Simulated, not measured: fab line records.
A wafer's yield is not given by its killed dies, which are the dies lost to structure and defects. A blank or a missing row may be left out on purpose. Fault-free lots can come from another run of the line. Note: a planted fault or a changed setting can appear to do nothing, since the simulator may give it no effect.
Struck lot and sound lot, side by side + flow nand-harc + 22 steps out of a route of 1302
Sound: these wafers, L560.1, L560.4, L560.5. Wafers struck: L568.1, L568.4, L568.5. Last of all comes the cause.
Order at every step that has rows: each side's tool, ch and its chambers, its first start. Under that, the readings that differ: sound wafers + struck wafers + difference of the means + sigmas: that difference in standard deviations of wafers without a fault.
alike: words and numbers the same on both sides, and readings whose means are apart by under 2 such deviations; not compared: readings that were withheld, readings missing a value for some wafer, numbers with overlapping values and no deviation given by the record, and bounds like >300 which may hide the same value.
A row with sigmas, a row that says differs or no value, or rows on one side alone: a step with any of these is where the two part. When numbers do not overlap yet have no deviation, they are printed without sigmas and do not part them. Lack of a reading on every wafer of one side parts them only where that side has two or more wafers.

NHARC_A_ZERO_WELL_CD_MEAS_10: target cd 2000 nm.
  sound on cd-sem-03 ch 0, day 8 12:55; struck on cd-sem-03 ch 0, day 11 21:44
  alike: cd-nm
then, 1 step without rows for these wafers: NHARC_A_ZERO_WELL_HARDBAKE_11 (time 65 s).
NHARC_A_ZERO_WELL_DESCUM_12: chemistry O2, time 3 s.
  sound on rie-diel-13 ch 0,1,2, day 8 13:04; struck on rie-diel-10 ch 1,3, day 11 21:54
  alike: drypump-motor-current-A, oes-product-au, rf-vpp-V, showerhead-plenum-p-Torr, throttle-valve-pct
  not compared: rf-hours-counter-h
NHARC_A_ZERO_WELL_ETCH_19: etches the open film in N2/H2, target depth 80 nm, overetch 24 nm, time 87.88 s.
  sound on rie-diel-13 ch 0,1,3, day 8 13:09; struck on rie-diel-10 ch 1,2, day 11 21:59
  alike: drypump-motor-current-A, oes-product-au, rf-vpp-V, showerhead-plenum-p-Torr, throttle-valve-pct
  not compared: rf-hours-counter-h
NHARC_A_ZERO_WELL_ETCH_13: etches the open film in HBr/Cl2, target depth 120 nm, time 40.1 s.
  sound on rie-si-04 ch 0,3, day 8 13:16; struck on rie-si-02 ch 0,2, day 11 22:07
| reading                     | sound       | struck      | difference | sigmas |
|-----------------------------|-------------|-------------|------------|--------|
| drypump-motor-current-A (A) | 6.8 5.7 6.7 | 5.7 5.0 4.9 | -1.2       | -3     |
  alike: oes-product-au, throttle-valve-pct
  not compared: rf-hours-counter-h
then, 4 steps without rows for these wafers: NHARC_A_ZERO_WELL_STRIP_14 (strips in SPM, time 900 s); NHARC_A_ZERO_WELL_IMPLANT_15; NHARC_A_ZERO_WELL_PRECLEAN_22 (cleans in SC1, time 60 s); NHARC_A_ZERO_WELL_SRD_23.
NHARC_A_ZERO_WELL_RTA_16: time 10 s.
  sound on rtp-anneal-01 ch 0, day 8 14:11; struck on rtp-anneal-01 ch 0, day 11 23:00
  alike: anneal-temp-c-max, lamp-power-pct, lamp_zone_2_pct, lamp_zone_5_pct, wafer_temp_C_max
NHARC_A_ZERO_WELL_INSPECT_17:
  sound: defect-inspect-01 at day 8 14:23; struck: defect-inspect-02 at day 11 23:11
  alike: raw-defect-count
NHARC_A_SOURCE_PLATE_PRECLEAN_00: cleans in HF-LAST, time 60 s.
  sound on wet-bench-04 ch 2,4,5, day 8 14:26; struck on wet-bench-04 ch 1,2,5, day 11 23:15
then, 2 steps without rows for these wafers: NHARC_A_SOURCE_PLATE_SRD_01; NHARC_A_SOURCE_PLATE_OXIDE_02 (material SiO2, target thk 10 nm, ox time 1362 s).
NHARC_A_SOURCE_PLATE_THK_MEAS_09: measures by ellipsometry.
  sound: film-metro-02 at day 8 21:52; struck: film-metro-02 at day 12 06:29
  alike: thk-nm
then, 3 steps without rows for these wafers: NHARC_A_SOURCE_PLATE_PVD_04 (deposits WSi2, target thk 50 nm); NHARC_A_SOURCE_PLATE_CVD_03 (deposits poly-Si, target thk 200 nm, time 4000 s); NHARC_A_SOURCE_PLATE_ANNEAL_05 (time 1800 s).
NHARC_A_SOURCE_PLATE_THK_MEAS_06: measures by ellipsometry.
  sound: film-metro-02 at day 9 10:45; struck: film-metro-01 at day 12 19:40
  alike: thk-nm
NHARC_A_SOURCE_PLATE_INSPECT_08:
  sound: defect-inspect-01 at day 9 10:49; struck: defect-inspect-02 at day 12 19:46
| reading          | sound     | struck      | difference | sigmas |
|------------------|-----------|-------------|------------|--------|
| raw-defect-count | 115 82 51 | 454 452 452 | +370       | +18    |
then, 1 step without rows for these wafers: NHARC_A_ONON_D1_DEP_00 (target thk 1000 nm).
-- the record jumps here: 17 days lie between the struck wafers' starts before and after (it left off in module A_ONON_D1 and takes up again in module END, whose first step shown is number 1302 of the route) --
NHARC_END_SORT_01:
  the record has rows for the struck wafers here (prober-01 ch 0, day 29 18:07) and none for the sound ones

== WHERE THEY PART ==
Last at NHARC_END_SORT_01 as far as this record goes, first at NHARC_A_ZERO_WELL_ETCH_13.

WHY: whatever the simulator had introduced
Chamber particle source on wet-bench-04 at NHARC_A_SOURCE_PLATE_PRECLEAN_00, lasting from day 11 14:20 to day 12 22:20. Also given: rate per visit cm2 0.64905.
